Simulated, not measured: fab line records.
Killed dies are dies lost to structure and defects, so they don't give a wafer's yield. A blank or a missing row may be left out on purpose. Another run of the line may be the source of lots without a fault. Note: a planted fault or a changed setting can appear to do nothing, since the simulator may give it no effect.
fab line records	flow nand-harc
record: lots: 24	wafers: 72	last-day: 25
route steps=1159 shown A_STAIRCASE@564
lots that met no fault: from a run of the same line without faults
start-h: hours from the record's opening day to when the first of the lot's shown wafers began	wait-h: hours since the lot's step before	" as in the row above	L1.1+2: one row covering several wafers at once	- either no value or no given start	* or withheld: withheld	< > ~ a bound
route shown NAME@n: a module of which the file shows steps, and the number in the route of the first	usual: mean/standard deviation of fault-free wafers	same: alike in all rows	chamber/n: place in a boat	sites: readings site by site	_std_site: the standard deviation of these	_edge_site: the outer-site mean with the inner-site mean subtracted	radius-mm: for every site, how far away it sits from the centre of the wafer	mask NAME#n: copy n	behind: the most recent tool/chamber to have shaped the wafer	hold: why the lot went on hold/how many hours it stayed there/how the hold came to an end	device: transistor that didn't switch, given as n, p or np	end of line: the tests these same wafers got at the end of their route	for a step that has no rows: nothing shown but its recipe	killed: the dies lost at the first sort to structure and to defects; this is not the yield of the wafer	map: the dies of a wafer, with x for killed, . for not killed, _ for no die there
set.NAME: setting as actually run; set.NAME@STEP: the setting as run at that earlier step	model.NAME: the simulator's own value behind a step, which no gauge read
steps of the route over a sample of lots; a table a step, a row a wafer
services: from which hour (start-h, from the record's first day; less than 0 if before it) a tool's chamber was out of use, for how many hours, and why
== steps ==
step: NHARC_A_STAIRCASE_ETCH_27
recipe: target-depth-a: 1000	time-s: 40.5	ion-energy-ev: 400	c4f8-flow-sccm: 20	o2-flow-sccm: 10	ar-flow-sccm: withheld	rf-w: 600	bias-w: 1000	chemistry: C4F8/O2
usual: oes-product-au: 0.947/0.014	rf-vpp-V: 895/7.3
lot.wafer	tool	chamber	start-h	wait-h	oes-product-au	rf-hours-counter-h	rf-vpp-V
L074.3	rie-diel-12	3	-	-	0.966	13	889
L074.2	"	0	"	"	0.947	15	906
L074.5	"	3	"	"	0.960	-	889
L077.2	rie-diel-13	0	-	-	0.974	53	904
L077.3	"	2	"	"	0.948	57	889
L077.6	"	0	"	"	0.965	-	905
L075.2	rie-diel-12	2	-	-	0.953	15	890
L075.3	"	0	"	"	0.936	17	907
L075.4	"	1	"	"	0.958	12	893
L078.3	rie-diel-01	2	-	-	0.935	42	887
L078.1	"	1	"	"	0.931	42	893
L078.5	"	2	"	"	0.927	-	886
L076.3	rie-diel-12	3	-	-	0.943	20	888
L076.1	"	0	"	"	0.937	21	906
L076.6	"	0	"	"	0.943	-	906
L079.1	rie-diel-13	2	-	-	0.966	66	887
L079.5	"	0	"	"	0.981	-	905
L079.6	"	1	"	"	0.937	-	902
L082.1	rie-diel-01	2	-	-	0.940	51	886
L082.4	"	3	"	"	0.949	54	890
L082.5	"	2	"	"	0.942	-	885
L080.4	rie-diel-12	1	-	-	0.965	24	892
L080.6	"	0	"	"	0.936	-	905
L080.5	"	1	"	"	0.967	-	893
L084.3	rie-diel-13	1	-	-	0.939	3	901
L084.4	"	0	"	"	0.971	4	904
L084.6	"	2	"	"	0.962	-	886
L081.3	rie-diel-01	3	-	-	0.952	58	892
L081.4	"	1	"	"	0.921	-	892
L081.6	"	0	"	"	0.955	-	887
L083.2	rie-diel-12	1	-	-	0.960	27	892
L083.1	"	2	"	"	0.942	30	888
L083.6	"	1	"	"	0.953	-	892
L086.2	rie-diel-01	0	-	-	0.944	54	888
L086.3	"	1	"	"	0.926	61	892
L086.5	"	0	"	"	0.945	-	887
L087.4	rie-diel-13	0	-	-	0.957	15	904
L087.5	"	3	"	"	0.935	-	901
L087.6	"	0	"	"	0.964	-	904
L085.3	rie-diel-12	0	-	-	0.943	40	904
L085.2	"	1	"	"	0.971	35	892
L085.6	"	3	"	"	0.959	-	887
L088.4	rie-diel-12	2	-	-	0.949	42	887
L088.2	"	1	"	"	0.967	39	890
L088.5	"	3	"	"	0.959	-	888
L089.3	rie-diel-13	2	-	-	0.945	19	887
L089.1	"	3	"	"	0.928	22	901
L089.4	"	0	"	"	0.932	22	905
L091.4	rie-diel-13	2	-	-	0.952	20	886
L091.5	"	0	"	"	0.960	-	904
L091.6	"	1	"	"	0.958	-	899
L090.3	rie-diel-01	1	-	-	0.933	4	893
L090.5	"	0	"	"	0.950	-	906
L090.6	"	1	"	"	0.923	-	893
L092.3	rie-diel-01	1	-	-	0.933	6	893
L092.4	"	0	"	"	0.941	-	906
L092.6	"	1	"	"	0.934	-	892
L094.4	rie-diel-13	3	-	-	0.942	29	900
L094.6	"	0	"	"	0.957	-	904
L094.5	"	1	"	"	0.968	-	901
L093.3	rie-diel-01	1	-	-	0.936	10	893
L093.4	"	2	"	"	0.956	9	906
L093.1	"	3	"	"	0.935	10	888
L095.1	rie-diel-12	3	-	-	0.966	56	887
L095.5	"	3	"	"	0.957	-	888
L095.6	"	0	"	"	0.947	-	905
L097.3	rie-diel-01	3	-	-	0.930	22	891
L097.1	"	0	"	"	0.925	23	906
L097.6	"	1	"	"	0.936	-	893
L096.2	rie-diel-13	2	-	-	0.942	37	887
L096.1	"	3	"	"	0.958	43	900
L096.4	"	0	"	"	0.961	42	906
step: NHARC_A_STAIRCASE_ETCH_197
recipe: target-depth-a: 1000	time-s: 40.5	ion-energy-ev: 400	c4f8-flow-sccm: 20	o2-flow-sccm: 10	ar-flow-sccm: withheld	rf-w: 600	bias-w: 1000	chemistry: C4F8/O2
usual: oes-product-au: 0.948/0.021	rf-vpp-V: 895/7.2
lot.wafer	tool	chamber	start-h	wait-h	oes-product-au	rf-hours-counter-h	rf-vpp-V
L074.2	rie-diel-13	3	-	-	0.961	56	902
L074.3	"	0	"	"	0.956	51	905
L074.5	"	2	"	"	0.969	-	889
L077.2	rie-diel-01	2	-	-	0.917	39	887
L077.3	"	3	"	"	0.929	41	891
L077.6	"	3	"	"	0.928	-	892
L075.3	rie-diel-13	0	-	-	0.945	55	905
L075.2	"	1	"	"	0.918	53	903
L075.4	"	2	"	"	0.923	58	887
L078.1	rie-diel-01	3	-	-	0.957	45	891
L078.3	"	1	"	"	0.924	43	894
L078.5	"	0	"	"	0.956	-	888
L076.3	rie-diel-01	3	-	-	0.970	45	891
L076.1	"	2	"	"	0.942	43	887
L076.6	"	3	"	"	0.977	-	892
L079.1	rie-diel-12	1	-	-	1.001	19	892
L079.6	"	0	"	"	0.983	-	906
L079.5	"	1	"	"	0.995	-	893
L080.4	rie-diel-13	2	-	-	0.968	2	887
L080.5	"	0	"	"	0.954	-	905
L080.6	"	1	"	"	0.931	-	900
L082.4	rie-diel-13	0	-	-	0.978	3	905
L082.1	"	1	"	"	0.952	3	901
L082.5	"	0	"	"	0.975	-	905
L083.2	rie-diel-01	1	-	-	0.902	54	892
L083.1	"	3	"	"	0.918	59	892
L083.6	"	1	"	"	0.906	-	893
L084.3	rie-diel-01	0	-	-	0.927	48	887
L084.4	"	1	"	"	0.910	-	893
L084.6	"	3	"	"	0.919	-	891
L081.3	rie-diel-13	1	-	-	0.949	6	900
L081.4	"	2	"	"	0.959	7	887
L081.6	"	2	"	"	0.970	-	887
L086.2	rie-diel-13	2	-	-	0.977	12	886
L086.3	"	1	"	"	0.952	12	902
L086.5	"	3	"	"	0.952	-	900
L087.4	rie-diel-12	2	-	-	0.962	41	888
L087.6	"	1	"	"	0.957	-	891
L087.5	"	2	"	"	0.960	-	888
L085.2	rie-diel-12	1	-	-	0.959	38	892
L085.3	"	2	"	"	0.938	41	890
L085.6	"	0	"	"	0.922	-	905
L088.2	rie-diel-01	1	-	-	0.956	0	892
L088.4	"	2	"	"	0.958	1	907
L088.5	"	1	"	"	0.952	-	894
L089.4	rie-diel-12	0	-	-	0.924	47	906
L089.1	"	1	"	"	0.938	44	892
L089.3	"	2	"	"	0.930	47	888
L091.4	rie-diel-12	1	-	-	0.934	45	893
L091.6	"	0	"	"	0.912	-	904
L091.5	"	1	"	"	0.947	-	892
L090.3	rie-diel-01	1	-	-	0.948	6	892
L090.6	"	0	"	"	0.963	-	906
L090.5	"	1	"	"	0.946	-	894
L092.4	rie-diel-13	1	-	-	0.953	23	900
L092.3	"	2	"	"	0.955	23	888
L092.6	"	2	"	"	0.945	-	887
L094.4	rie-diel-13	3	-	-	0.989	30	903
L094.6	"	3	"	"	0.993	-	899
L094.5	"	0	"	"	0.965	-	905
L093.3	rie-diel-01	1	-	-	0.922	15	892
L093.4	"	2	"	"	0.933	14	906
L093.1	"	3	"	"	0.930	16	889
L095.1	rie-diel-12	1	-	-	0.947	50	891
L095.6	"	2	"	"	0.959	-	887
L095.5	"	3	"	"	0.965	-	888
L097.3	rie-diel-01	3	-	-	0.942	23	891
L097.1	"	0	"	"	0.947	24	905
L097.6	"	2	"	"	0.946	-	906
L096.1	rie-diel-01	3	-	-	0.936	24	890
L096.2	"	0	"	"	0.935	25	905
L096.4	"	1	"	"	0.941	22	892
step: NHARC_A_STAIRCASE_TRIM_222
recipe: time-s: 211.2	o2-flow-sccm: 500	ar-flow-sccm: 0	bias-w: 0	chemistry: O2
usual: drypump-motor-current-A: 5.9/0.43	o2-flow-sccm: 500.0/1.5	oes-product-au: 1.004/0.013	rf-vpp-V: 57.8/1	showerhead-plenum-p-Torr: 3.56/0.2	throttle-valve-pct: 17.037/0.0075
lot.wafer	tool	chamber	start-h	wait-h	drypump-motor-current-A	o2-flow-sccm	oes-product-au	rf-hours-counter-h	rf-vpp-V	showerhead-plenum-p-Torr	throttle-valve-pct
L074.3	rie-diel-01	2	-	-	5.7	500.0	0.980	37	57.6	3.27	17.038
L074.2	"	3	"	"	6.1	501.8	0.997	40	56.7	3.40	17.030
L074.5	"	2	"	"	5.7	501.4	0.985	-	56.1	3.27	17.040
L077.3	rie-diel-13	3	-	-	6.3	497.3	1.020	61	57.0	3.68	17.033
L077.2	"	0	"	"	5.5	500.4	1.027	58	58.4	3.77	17.021
L077.6	"	3	"	"	6.3	501.6	1.012	-	57.8	3.68	17.032
L075.4	rie-diel-13	2	-	-	6.5	498.1	0.997	60	58.3	3.30	17.030
L075.3	"	3	"	"	6.3	499.1	1.003	61	57.7	3.68	17.037
L075.2	"	1	"	"	5.3	500.5	0.996	56	58.4	3.68	17.045
L078.1	rie-diel-12	3	-	-	6.0	499.5	1.009	21	57.7	3.32	17.044
L078.3	"	0	"	"	5.2	499.0	1.017	22	59.6	3.80	17.038
L078.5	"	3	"	"	6.0	497.4	1.017	-	57.7	3.32	17.043
L076.1	rie-diel-12	1	-	-	6.0	500.8	1.020	17	57.0	3.42	17.030
L076.3	"	2	"	"	6.2	502.2	1.008	20	57.7	3.32	17.027
L076.6	"	2	"	"	6.2	500.9	1.013	-	56.8	3.32	17.024
L079.1	rie-diel-12	0	-	-	5.1	498.4	0.984	27	58.5	3.79	17.042
L079.5	"	0	"	"	5.2	498.7	0.984	-	57.8	3.79	17.036
L079.6	"	1	"	"	6.0	499.9	0.999	-	57.7	3.42	17.049
L080.6	rie-diel-01	3	-	-	6.1	501.8	1.006	-	56.8	3.39	17.036
L080.5	"	0	"	"	5.4	501.2	1.003	-	57.6	3.28	17.042
L080.4	"	1	"	"	5.9	497.7	0.987	-	58.3	3.45	17.031
L082.4	rie-diel-13	3	-	-	6.3	498.0	1.015	5	59.2	3.67	17.037
L082.1	"	0	"	"	5.5	498.5	1.017	4	58.2	3.77	17.035
L082.5	"	2	"	"	6.4	499.5	1.024	-	55.4	3.30	17.054
L083.2	rie-diel-01	2	-	-	5.7	501.5	0.975	53	57.5	3.81	17.043
L083.1	"	1	"	"	5.9	499.3	0.971	55	56.7	3.45	17.031
L083.6	"	2	"	"	5.7	498.4	0.978	-	58.1	3.81	17.042
L084.4	rie-diel-13	1	-	-	5.3	499.9	0.999	7	57.3	3.67	17.046
L084.3	"	2	"	"	6.4	501.0	1.021	7	56.4	3.30	17.023
L084.6	"	1	"	"	5.3	499.1	1.001	-	57.6	3.67	17.055
L081.4	rie-diel-13	3	-	-	6.3	498.6	1.020	9	57.6	3.67	17.039
L081.3	"	1	"	"	5.3	497.1	1.006	7	57.0	3.67	17.030
L081.6	"	2	"	"	6.5	498.9	1.026	-	56.7	3.30	17.040
L086.3	rie-diel-13	3	-	-	6.3	500.7	0.999	16	57.4	3.67	17.041
L086.2	"	2	"	"	6.5	499.9	1.019	14	56.2	3.29	17.047
L086.5	"	0	"	"	5.4	498.8	1.013	-	57.6	3.76	17.038
L087.4	rie-diel-13	0	-	-	5.5	501.9	1.009	19	57.2	3.76	17.037
L087.6	"	0	"	"	5.5	501.1	1.012	-	58.1	3.76	17.044
L087.5	"	1	"	"	5.3	503.9	1.012	-	58.5	3.66	17.049
L085.3	rie-diel-13	3	-	-	6.3	500.4	1.006	20	58.7	3.66	17.039
L085.2	"	0	"	"	5.5	500.2	1.024	19	58.5	3.76	17.038
L085.6	"	0	"	"	5.5	500.9	1.023	-	57.6	3.76	17.036
L088.4	rie-diel-13	0	-	-	5.5	499.6	1.019	21	58.6	3.76	17.042
L088.2	"	2	"	"	6.5	501.0	1.019	17	57.8	3.29	17.037
L088.5	"	1	"	"	5.3	501.7	1.011	-	57.9	3.66	17.047
L089.4	rie-diel-01	1	-	-	5.9	501.4	0.977	5	58.3	3.44	17.035
L089.3	"	3	"	"	6.1	498.7	0.988	5	57.1	3.38	17.036
L089.1	"	0	"	"	5.4	500.0	0.985	5	58.3	3.81	17.042
L091.4	rie-diel-13	2	-	-	6.5	501.3	1.015	23	56.5	3.29	17.048
L091.6	"	1	"	"	5.3	498.4	1.001	-	56.2	3.66	17.041
L091.5	"	2	"	"	6.5	500.6	1.007	-	58.4	3.29	17.033
L090.3	rie-diel-01	2	-	-	5.7	499.5	0.998	6	59.6	3.80	17.037
L090.6	"	2	"	"	5.7	501.1	0.984	-	57.3	3.80	17.046
L090.5	"	3	"	"	6.1	499.6	0.995	-	58.6	3.38	17.033
L092.3	rie-diel-12	0	-	-	5.1	501.9	0.995	50	59.1	3.78	17.031
L092.6	"	2	"	"	6.2	498.9	1.006	-	57.9	3.30	17.038
L092.4	"	3	"	"	6.0	499.5	1.004	-	56.6	3.31	17.055
L094.4	rie-diel-13	3	-	-	6.3	498.8	1.003	33	57.0	3.66	17.041
L094.6	"	1	"	"	5.3	501.0	1.014	-	57.4	3.66	17.041
L094.5	"	2	"	"	6.5	501.7	1.009	-	57.4	3.29	17.034
L093.1	rie-diel-13	2	-	-	6.4	499.4	1.016	30	57.9	3.28	17.054
L093.4	"	3	"	"	6.3	501.2	1.013	34	59.0	3.66	17.044
L093.3	"	1	"	"	5.3	501.9	1.006	29	58.6	3.66	17.039
L095.1	rie-diel-01	3	-	-	6.1	503.2	0.988	18	59.1	3.37	17.042
L095.5	"	2	"	"	5.6	499.2	1.012	-	58.9	3.80	17.041
L095.6	"	3	"	"	6.1	499.0	0.982	-	55.9	3.37	17.035
L097.1	rie-diel-01	1	-	-	5.9	500.1	0.977	21	58.4	3.43	17.033
L097.3	"	3	"	"	6.1	500.4	1.003	24	56.1	3.37	17.036
L097.6	"	0	"	"	5.4	501.8	0.993	-	59.6	3.79	17.051
L096.2	rie-diel-01	1	-	-	5.9	501.3	0.988	23	56.0	3.43	17.032
L096.4	"	3	"	"	6.0	498.9	1.005	25	58.1	3.37	17.040
L096.1	"	0	"	"	5.4	497.2	1.011	26	58.1	3.79	17.045
step: NHARC_A_STAIRCASE_ETCH_225
recipe: target-depth-a: 1000	time-s: 40.5	ion-energy-ev: 400	c4f8-flow-sccm: 20	o2-flow-sccm: 10	ar-flow-sccm: withheld	rf-w: 600	bias-w: 1000	chemistry: C4F8/O2
usual: oes-product-au: 0.944/0.016	rf-vpp-V: 897/7.3
lot.wafer	tool	chamber	start-h	wait-h	oes-product-au	rf-hours-counter-h	rf-vpp-V
L074.2	rie-diel-01	1	-	-	0.912	38	893
L074.3	"	2	"	"	0.909	37	885
L074.5	"	1	"	"	0.917	-	893
L077.2	rie-diel-13	1	-	-	0.919	57	902
L077.3	"	2	"	"	0.933	61	887
L077.6	"	2	"	"	0.935	-	887
L075.2	rie-diel-13	2	-	-	0.936	61	887
L075.3	"	3	"	"	0.958	62	902
L075.4	"	0	"	"	0.969	59	904
L078.3	rie-diel-12	3	-	-	0.970	21	889
L078.1	"	1	"	"	0.961	16	893
L078.5	"	3	"	"	0.967	-	888
L076.3	rie-diel-12	1	-	-	0.941	18	892
L076.1	"	0	"	"	0.926	24	905
L076.6	"	1	"	"	0.933	-	892
L079.1	rie-diel-12	3	-	-	0.940	26	888
L079.5	"	3	"	"	0.945	-	889
L079.6	"	0	"	"	0.935	-	906
L080.5	rie-diel-01	3	-	-	0.947	-	891
L080.6	"	0	"	"	0.948	-	886
L080.4	"	1	"	"	0.916	-	893
L082.1	rie-diel-13	2	-	-	0.960	6	887
L082.4	"	3	"	"	0.931	7	900
L082.5	"	1	"	"	0.923	-	900
L083.1	rie-diel-01	1	-	-	0.940	56	894
L083.2	"	3	"	"	0.939	61	889
L083.6	"	1	"	"	0.925	-	893
L084.3	rie-diel-13	1	-	-	0.941	7	900
L084.4	"	3	"	"	0.939	9	901
L084.6	"	0	"	"	0.965	-	906
L081.3	rie-diel-13	2	-	-	0.969	8	887
L081.4	"	0	"	"	0.983	9	905
L081.6	"	1	"	"	0.960	-	900
L086.2	rie-diel-13	0	-	-	0.965	18	905
L086.3	"	2	"	"	0.949	15	887
L086.5	"	1	"	"	0.946	-	901
L087.4	rie-diel-13	3	-	-	0.952	20	901
L087.6	"	2	"	"	0.960	-	886
L087.5	"	3	"	"	0.940	-	902
L085.3	rie-diel-13	1	-	-	0.952	16	902
L085.2	"	2	"	"	0.971	16	887
L085.6	"	0	"	"	0.973	-	904
L088.4	rie-diel-13	3	-	-	0.950	21	900
L088.2	"	0	"	"	0.957	21	905
L088.5	"	2	"	"	0.965	-	888
L089.3	rie-diel-01	3	-	-	0.925	6	889
L089.1	"	0	"	"	0.926	5	906
L089.4	"	1	"	"	0.924	-	893
L091.4	rie-diel-13	0	-	-	0.971	27	905
L091.6	"	2	"	"	0.966	-	887
L091.5	"	3	"	"	0.959	-	901
L090.3	rie-diel-01	3	-	-	0.927	8	892
L090.5	"	3	"	"	0.927	-	890
L090.6	"	0	"	"	0.942	-	905
L092.3	rie-diel-12	0	-	-	0.931	51	905
L092.6	"	2	"	"	0.933	-	888
L092.4	"	0	"	"	0.929	-	905
L094.4	rie-diel-13	3	-	-	0.965	33	901
L094.6	"	0	"	"	0.969	-	904
L094.5	"	1	"	"	0.958	-	900
L093.1	rie-diel-13	0	-	-	0.946	33	904
L093.3	"	1	"	"	0.961	29	900
L093.4	"	2	"	"	0.970	30	887
L095.1	rie-diel-01	3	-	-	0.946	18	891
L095.6	"	2	"	"	0.952	-	906
L095.5	"	0	"	"	0.947	-	907
L097.3	rie-diel-01	0	-	-	0.923	25	904
L097.1	"	3	"	"	0.926	24	890
L097.6	"	1	"	"	0.916	-	893
L096.2	rie-diel-01	1	-	-	0.924	25	892
L096.4	"	2	"	"	0.942	24	905
L096.1	"	3	"	"	0.945	27	891
step: NHARC_A_STAIRCASE_TRIM_226
recipe: time-s: 211.2	o2-flow-sccm: 500	ar-flow-sccm: 0	bias-w: 0	chemistry: O2
usual: drypump-motor-current-A: 5.8/0.43	o2-flow-sccm: 500.1/1.5	oes-product-au: 1.005/0.015	rf-vpp-V: 57.9/0.91	showerhead-plenum-p-Torr: 3.56/0.2	throttle-valve-pct: 17.036/0.0081
lot.wafer	tool	chamber	start-h	wait-h	drypump-motor-current-A	o2-flow-sccm	oes-product-au	rf-hours-counter-h	rf-vpp-V	showerhead-plenum-p-Torr	throttle-valve-pct
L074.2	rie-diel-01	2	-	-	5.7	498.2	0.972	37	57.4	3.27	17.043
L074.3	"	3	"	"	6.1	504.6	0.984	40	57.2	3.40	17.042
L074.5	"	1	"	"	5.9	499.5	0.972	-	58.5	3.46	17.053
L077.2	rie-diel-13	3	-	-	6.3	498.7	1.013	62	57.7	3.68	17.052
L077.3	"	1	"	"	5.3	497.3	1.002	57	58.1	3.68	17.031
L077.6	"	0	"	"	5.5	500.8	1.024	-	58.8	3.77	17.029
L075.3	rie-diel-13	3	-	-	6.3	499.9	1.015	63	58.3	3.68	17.015
L075.2	"	0	"	"	5.5	497.7	1.036	59	59.1	3.77	17.031
L075.4	"	1	"	"	5.3	499.9	1.007	57	57.8	3.67	17.031
L078.3	rie-diel-12	0	-	-	5.1	499.8	0.985	22	59.2	3.80	17.026
L078.1	"	2	"	"	6.2	498.7	0.997	19	57.3	3.32	17.044
L078.5	"	0	"	"	5.1	498.1	0.988	-	59.0	3.80	17.026
L076.3	rie-diel-12	1	-	-	6.0	499.6	1.004	18	59.1	3.42	17.026
L076.1	"	2	"	"	6.2	498.2	1.008	20	58.6	3.32	17.024
L076.6	"	0	"	"	5.2	499.8	1.007	-	58.1	3.79	17.039
L079.1	rie-diel-12	1	-	-	6.1	498.6	1.018	21	59.4	3.42	17.033
L079.6	"	2	"	"	6.2	502.2	1.015	-	57.2	3.32	17.038
L079.5	"	3	"	"	6.0	501.9	1.018	-	56.0	3.32	17.032
L080.5	rie-diel-01	0	-	-	5.4	500.8	1.005	-	56.4	3.28	17.035
L080.6	"	1	"	"	5.9	496.7	0.971	-	59.0	3.45	17.039
L080.4	"	3	"	"	6.1	501.3	0.996	-	57.9	3.39	17.032
L082.4	rie-diel-13	1	-	-	5.3	501.9	1.000	5	58.5	3.67	17.042
L082.1	"	2	"	"	6.5	499.2	1.024	6	57.7	3.30	17.034
L082.5	"	0	"	"	5.5	501.0	1.034	-	57.7	3.77	17.043
L083.2	rie-diel-01	0	-	-	5.4	501.6	1.003	49	57.1	3.28	17.041
L083.1	"	2	"	"	5.6	501.6	0.974	54	58.8	3.81	17.041
L083.6	"	3	"	"	6.1	499.2	1.005	-	57.1	3.39	17.030
L084.3	rie-diel-13	1	-	-	5.3	503.7	0.997	7	57.9	3.67	17.034
L084.4	"	3	"	"	6.3	499.7	1.012	9	59.0	3.67	17.044
L084.6	"	1	"	"	5.3	501.2	1.009	-	57.1	3.67	17.027
L081.3	rie-diel-13	2	-	-	6.5	498.6	1.025	8	56.4	3.30	17.031
L081.4	"	0	"	"	5.5	498.7	1.022	9	59.2	3.77	17.042
L081.6	"	2	"	"	6.5	499.9	1.029	-	58.0	3.30	17.041
L086.3	rie-diel-13	3	-	-	6.3	502.5	1.001	18	59.2	3.66	17.023
L086.2	"	1	"	"	5.3	502.6	1.004	14	58.1	3.66	17.033
L086.5	"	0	"	"	5.5	500.9	1.021	-	58.0	3.76	17.035
L087.4	rie-diel-13	2	-	-	6.5	498.9	1.031	16	56.3	3.29	17.031
L087.6	"	0	"	"	5.5	499.9	1.015	-	58.5	3.76	17.042
L087.5	"	1	"	"	5.3	501.3	1.006	-	58.0	3.66	17.036
L085.3	rie-diel-13	0	-	-	5.5	500.1	1.022	20	58.5	3.76	17.052
L085.2	"	1	"	"	5.3	500.9	1.005	16	59.3	3.66	17.031
L085.6	"	0	"	"	5.5	497.6	1.019	-	58.6	3.76	17.043
L088.2	rie-diel-13	0	-	-	5.5	500.7	1.028	21	58.3	3.76	17.024
L088.4	"	1	"	"	5.3	499.6	1.009	17	57.7	3.66	17.036
L088.5	"	0	"	"	5.5	500.0	1.020	-	58.3	3.76	17.046
L089.3	rie-diel-01	1	-	-	5.9	499.0	0.988	5	57.2	3.44	17.030
L089.1	"	3	"	"	6.0	499.8	0.991	6	57.7	3.38	17.026
L089.4	"	0	"	"	5.4	498.9	0.994	-	57.4	3.80	17.049
L091.4	rie-diel-13	2	-	-	6.5	497.9	1.020	23	58.4	3.29	17.028
L091.5	"	1	"	"	5.3	495.9	1.011	-	58.7	3.66	17.036
L091.6	"	2	"	"	6.5	501.4	1.027	-	56.0	3.29	17.031
L090.3	rie-diel-01	2	-	-	5.6	501.6	0.993	7	59.2	3.80	17.040
L090.6	"	1	"	"	5.9	500.5	0.977	-	57.4	3.44	17.051
L090.5	"	2	"	"	5.6	502.6	0.997	-	57.7	3.80	17.034
L092.3	rie-diel-12	2	-	-	6.2	500.2	1.003	51	56.1	3.30	17.047
L092.6	"	0	"	"	5.1	501.3	0.985	-	57.5	3.78	17.029
L092.4	"	2	"	"	6.2	497.9	0.998	-	58.4	3.30	17.045
L094.4	rie-diel-13	0	-	-	5.5	502.5	1.010	31	59.8	3.75	17.029
L094.6	"	2	"	"	6.5	500.8	1.012	-	57.6	3.28	17.048
L094.5	"	3	"	"	6.3	500.4	1.006	-	58.8	3.66	17.053
L093.1	rie-diel-13	0	-	-	5.5	499.1	0.991	33	58.3	3.75	17.019
L093.4	"	2	"	"	6.5	499.9	1.018	30	57.3	3.28	17.032
L093.3	"	3	"	"	6.3	499.5	1.024	35	57.5	3.65	17.038
L095.1	rie-diel-01	0	-	-	5.4	501.9	0.999	18	56.3	3.80	17.035
L095.6	"	0	"	"	5.4	499.6	1.003	-	58.5	3.80	17.029
L095.5	"	2	"	"	5.7	501.0	1.001	-	58.0	3.79	17.045
L097.3	rie-diel-01	2	-	-	5.7	499.2	1.010	22	58.1	3.79	17.032
L097.1	"	0	"	"	5.4	499.2	1.004	25	59.7	3.79	17.026
L097.6	"	2	"	"	5.7	498.3	0.994	-	58.2	3.79	17.020
L096.1	rie-diel-01	3	-	-	6.1	499.6	0.996	27	57.2	3.37	17.030
L096.4	"	0	"	"	5.4	499.8	0.979	28	57.1	3.79	17.026
L096.2	"	2	"	"	5.7	501.3	0.987	24	59.1	3.79	17.038
step: NHARC_A_STAIRCASE_ETCH_236
recipe: target-depth-a: 1000	time-s: 40.5	ion-energy-ev: 400	c4f8-flow-sccm: 20	o2-flow-sccm: 10	ar-flow-sccm: withheld	rf-w: 600	bias-w: 1000	chemistry: C4F8/O2
usual: oes-product-au: 0.941/0.015	rf-vpp-V: 896/7.5
lot.wafer	tool	chamber	start-h	wait-h	oes-product-au	rf-hours-counter-h	rf-vpp-V
L074.2	rie-diel-01	1	-	-	0.917	39	893
L074.3	"	2	"	"	0.931	38	887
L074.5	"	3	"	"	0.938	-	891
L075.4	rie-diel-01	2	-	-	0.925	42	886
L075.2	"	3	"	"	0.933	45	891
L075.3	"	0	"	"	0.934	35	888
L077.3	rie-diel-13	2	-	-	0.945	62	888
L077.2	"	3	"	"	0.952	63	900
L077.6	"	1	"	"	0.923	-	900
L078.1	rie-diel-12	0	-	-	0.934	23	906
L078.3	"	1	"	"	0.955	17	893
L078.5	"	3	"	"	0.934	-	889
L076.1	rie-diel-12	2	-	-	0.933	21	889
L076.3	"	3	"	"	0.948	23	887
L076.6	"	0	"	"	0.944	-	906
L079.1	rie-diel-01	2	-	-	0.920	47	887
L079.6	"	2	"	"	0.904	-	887
L079.5	"	3	"	"	0.928	-	892
L080.4	rie-diel-12	1	-	-	0.958	28	890
L080.6	"	0	"	"	0.923	-	905
L080.5	"	1	"	"	0.950	-	891
L082.1	rie-diel-12	1	-	-	0.969	29	892
L082.4	"	3	"	"	0.972	33	889
L082.5	"	1	"	"	0.965	-	890
L083.2	rie-diel-01	1	-	-	0.902	57	894
L083.1	"	0	"	"	0.941	50	885
L083.6	"	1	"	"	0.920	-	892
L084.3	rie-diel-01	1	-	-	0.930	57	893
L084.4	"	2	"	"	0.930	55	906
L084.6	"	0	"	"	0.948	-	887
L081.4	rie-diel-13	0	-	-	0.969	10	904
L081.3	"	1	"	"	0.944	8	901
L081.6	"	0	"	"	0.962	-	905
L086.3	rie-diel-12	3	-	-	0.939	42	889
L086.2	"	1	"	"	0.950	38	891
L086.5	"	3	"	"	0.949	-	887
L087.4	rie-diel-01	3	-	-	0.943	0	890
L087.5	"	0	"	"	0.946	-	905
L087.6	"	1	"	"	0.939	-	892
L085.2	rie-diel-12	3	-	-	0.958	43	889
L085.3	"	0	"	"	0.943	43	905
L085.6	"	3	"	"	0.954	-	889
L088.2	rie-diel-01	3	-	-	0.941	2	891
L088.4	"	0	"	"	0.942	2	907
L088.5	"	2	"	"	0.935	-	906
L089.4	rie-diel-13	0	-	-	0.947	27	904
L089.3	"	1	"	"	0.948	22	902
L089.1	"	3	"	"	0.930	27	901
L091.4	rie-diel-01	0	-	-	0.940	7	905
L091.6	"	3	"	"	0.924	-	891
L091.5	"	0	"	"	0.929	-	906
L090.3	rie-diel-13	0	-	-	0.967	29	904
L090.5	"	3	"	"	0.966	-	901
L090.6	"	0	"	"	0.965	-	904
L092.3	rie-diel-12	3	-	-	0.949	51	889
L092.4	"	0	"	"	0.911	-	907
L092.6	"	2	"	"	0.931	-	886
L094.4	rie-diel-13	3	-	-	0.957	33	900
L094.5	"	1	"	"	0.955	-	901
L094.6	"	2	"	"	0.966	-	886
L093.4	rie-diel-01	1	-	-	0.929	17	893
L093.3	"	2	"	"	0.945	15	906
L093.1	"	3	"	"	0.938	17	892
L095.1	rie-diel-01	3	-	-	0.922	19	892
L095.6	"	3	"	"	0.929	-	890
L095.5	"	2	"	"	0.944	-	906
L097.3	rie-diel-13	2	-	-	0.940	39	888
L097.1	"	0	"	"	0.944	44	904
L097.6	"	2	"	"	0.935	-	886
L096.1	rie-diel-12	3	-	-	0.940	1	888
L096.2	"	0	"	"	0.967	1	905
L096.4	"	2	"	"	0.941	1	887
== services ==
tool	chamber	start-h	hours	kind
rie-diel-01	-	225.76	1.2	repair
rie-diel-13	0	230.59	-	clean
rie-diel-13	1	230.59	-	clean
rie-diel-13	2	230.59	-	clean
rie-diel-13	3	230.59	-	clean
rie-diel-01	0	236.41	21.0	repair
rie-diel-13	0	255.16	-	clean
rie-diel-13	1	255.16	-	clean
rie-diel-13	2	255.16	-	clean
rie-diel-13	3	255.16	-	clean
rie-diel-13	-	276.00	9.0	pm
rie-diel-13	0	276.00	9.0	vent-cycle
rie-diel-13	1	276.00	9.0	vent-cycle
rie-diel-13	2	276.00	9.0	vent-cycle
rie-diel-13	3	276.00	9.0	vent-cycle
rie-diel-13	0	285.00	-	clean
rie-diel-13	1	285.00	-	clean
rie-diel-13	2	285.00	-	clean
rie-diel-13	3	285.00	-	clean
rie-diel-13	3	285.00	-	consumable-replace:focus-ring
rie-diel-13	0	309.53	-	clean
rie-diel-01	-	316.00	9.0	pm
rie-diel-01	1	369.10	7.0	repair
rie-diel-12	-	379.58	9.0	pm
== key ==
fault none
